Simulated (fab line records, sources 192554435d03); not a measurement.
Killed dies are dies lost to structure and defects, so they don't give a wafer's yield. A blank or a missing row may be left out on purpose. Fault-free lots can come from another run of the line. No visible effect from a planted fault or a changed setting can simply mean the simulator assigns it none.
Split-lot study || flow n5Finfet || route with 1938 steps; 7 lots, 21 wafers read

## THE SPLIT
At N5_BEOL_M14_DEP_53 (deposits SiCN from 3MS/NH3, target thk 50 nm, time 17.8 s), the setting timeS was moved away from the recipe's 17.8 s on 5 of the 21 wafers read, by -8.8% to -7.4%. The other wafers ran this setting at the recipe's value.

The reading is taken at the split's own step.

## THE READING
SiCN_of_BEOL_M14_DEP_53.thkNm (the simulator's own value, which no gauge read), in nm, at N5_BEOL_M14_DEP_53 (deposits SiCN from 3MS/NH3, target thk 50 nm, time 17.8 s). The file gives no usual value for it. Across the 16 wafers here that went through the recipe, the average is 49.6 nm and the standard deviation 0.56 nm.

{"wafer": "L078.1", "tool, chamber at the split": "pecvd-04, 2", "timeS as run, s": 16.49, "against the recipe": "-7.4%", "SiCN_of_BEOL_M14_DEP_53.thkNm, nm": 46, "against lot-mates on the recipe": -3.8}
{"wafer": "L078.5", "tool, chamber at the split": "pecvd-04, 2", "timeS as run, s": 16.49, "against the recipe": "-7.4%", "SiCN_of_BEOL_M14_DEP_53.thkNm, nm": 47.4, "against lot-mates on the recipe": -2.4}
{"wafer": "L078.6", "tool, chamber at the split": "pecvd-04, 1", "timeS as run, s": 17.8, "against the recipe": "recipe", "SiCN_of_BEOL_M14_DEP_53.thkNm, nm": 49.8, "against lot-mates on the recipe": "-"}
{"wafer": "L077.2", "tool, chamber at the split": "pecvd-02, 0", "timeS as run, s": 16.23, "against the recipe": "-8.8%", "SiCN_of_BEOL_M14_DEP_53.thkNm, nm": 45, "against lot-mates on the recipe": -5.2}
{"wafer": "L077.4", "tool, chamber at the split": "pecvd-02, 2", "timeS as run, s": 16.23, "against the recipe": "-8.8%", "SiCN_of_BEOL_M14_DEP_53.thkNm, nm": 45.6, "against lot-mates on the recipe": -4.6}
{"wafer": "L077.6", "tool, chamber at the split": "pecvd-02, 1", "timeS as run, s": 17.8, "against the recipe": "recipe", "SiCN_of_BEOL_M14_DEP_53.thkNm, nm": 50.2, "against lot-mates on the recipe": "-"}
{"wafer": "L079.4", "tool, chamber at the split": "pecvd-04, 2", "timeS as run, s": 17.8, "against the recipe": "recipe", "SiCN_of_BEOL_M14_DEP_53.thkNm, nm": 50, "against lot-mates on the recipe": "-"}
{"wafer": "L079.5", "tool, chamber at the split": "pecvd-04, 0", "timeS as run, s": 17.8, "against the recipe": "recipe", "SiCN_of_BEOL_M14_DEP_53.thkNm, nm": 49.6, "against lot-mates on the recipe": "-"}
{"wafer": "L079.6", "tool, chamber at the split": "pecvd-04, 1", "timeS as run, s": 17.8, "against the recipe": "recipe", "SiCN_of_BEOL_M14_DEP_53.thkNm, nm": 49.8, "against lot-mates on the recipe": "-"}
{"wafer": "L082.1", "tool, chamber at the split": "pecvd-04, 1", "timeS as run, s": 17.8, "against the recipe": "recipe", "SiCN_of_BEOL_M14_DEP_53.thkNm, nm": 48.8, "against lot-mates on the recipe": "-"}
{"wafer": "L082.4", "tool, chamber at the split": "pecvd-04, 1", "timeS as run, s": 17.8, "against the recipe": "recipe", "SiCN_of_BEOL_M14_DEP_53.thkNm, nm": 50.2, "against lot-mates on the recipe": "-"}
{"wafer": "L082.6", "tool, chamber at the split": "pecvd-04, 2", "timeS as run, s": 17.8, "against the recipe": "recipe", "SiCN_of_BEOL_M14_DEP_53.thkNm, nm": 50.8, "against lot-mates on the recipe": "-"}
{"wafer": "L084.3", "tool, chamber at the split": "pecvd-02, 1", "timeS as run, s": 17.8, "against the recipe": "recipe", "SiCN_of_BEOL_M14_DEP_53.thkNm, nm": 49.8, "against lot-mates on the recipe": "-"}
{"wafer": "L084.4", "tool, chamber at the split": "pecvd-02, 2,0", "timeS as run, s": 17.8, "against the recipe": "recipe", "SiCN_of_BEOL_M14_DEP_53.thkNm, nm": 49.6, "against lot-mates on the recipe": "-"}
{"wafer": "L084.5", "tool, chamber at the split": "pecvd-02, 2,0", "timeS as run, s": 17.8, "against the recipe": "recipe", "SiCN_of_BEOL_M14_DEP_53.thkNm, nm": 49.6, "against lot-mates on the recipe": "-"}
{"wafer": "L086.2", "tool, chamber at the split": "pecvd-03, 1,2", "timeS as run, s": 17.8, "against the recipe": "recipe", "SiCN_of_BEOL_M14_DEP_53.thkNm, nm": 49.2, "against lot-mates on the recipe": "-"}
{"wafer": "L086.4", "tool, chamber at the split": "pecvd-03, 1,2", "timeS as run, s": 17.8, "against the recipe": "recipe", "SiCN_of_BEOL_M14_DEP_53.thkNm, nm": 49.2, "against lot-mates on the recipe": "-"}
{"wafer": "L086.3", "tool, chamber at the split": "pecvd-03, 2", "timeS as run, s": 17.8, "against the recipe": "recipe", "SiCN_of_BEOL_M14_DEP_53.thkNm, nm": 48.4, "against lot-mates on the recipe": "-"}
{"wafer": "L089.1", "tool, chamber at the split": "pecvd-02, 1", "timeS as run, s": 16.37, "against the recipe": "-8.0%", "SiCN_of_BEOL_M14_DEP_53.thkNm, nm": 45.2, "against lot-mates on the recipe": -4.5}
{"wafer": "L089.3", "tool, chamber at the split": "pecvd-02, 0", "timeS as run, s": 17.8, "against the recipe": "recipe", "SiCN_of_BEOL_M14_DEP_53.thkNm, nm": 49.4, "against lot-mates on the recipe": "-"}
{"wafer": "L089.5", "tool, chamber at the split": "pecvd-02, 1", "timeS as run, s": 17.8, "against the recipe": "recipe", "SiCN_of_BEOL_M14_DEP_53.thkNm, nm": 50, "against lot-mates on the recipe": "-"}
When a row names more than one chamber, that row covers several wafers, and the file does not tell which wafer ran in which chamber.

THE FIT
A straight line over all 21 wafers: SiCN_of_BEOL_M14_DEP_53.thkNm changes by +0.476 nm for each +1% of timeS; r = +0.94; the points scatter about the line by 0.62 nm.
The same after taking each lot's own level away (the mean of its wafers on the recipe; 21 wafers): +0.514 nm for each +1%; r = +0.96; scatter 0.53 nm.
Per that fit: largest timeS move, reading shift of 4.5 nm.
The lots' own levels span 48.93 to 50.20 nm, that is 2.3 times the standard deviation above.
Hence the lot-to-lot level has little effect on the slope; both slopes agree.
Check: -4.31 nm against its lot-mates is what the line predicts for one of the wafers moved furthest among these (-8.8%) when that wafer is left out of the fit. Against them it came out at -5.2 nm.

## OTHER SPLITS APPLIED TO THESE WAFERS
Before the reading, these wafers also passed through other splits. Each is held against what the fit with the lots' levels taken away leaves over:
{"other split on the same wafers": "N5_BEOL_M12_DEP_53 timeS", "wafers away from the commonest value": 7, "r with SiCN_of_BEOL_M14_DEP_53.thkNm (lot level and that fit taken away)": -0.01}
{"other split on the same wafers": "N5_BEOL_M13_TRENCH_ETCH_34 timeS", "wafers away from the commonest value": 9, "r with SiCN_of_BEOL_M14_DEP_53.thkNm (lot level and that fit taken away)": "+0.48"}

## THE FILE'S OWN FIT
SiCN_of_BEOL_M14_DEP_53.thkNm changes by +0.52 nm for each +1% of timeS, r = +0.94.
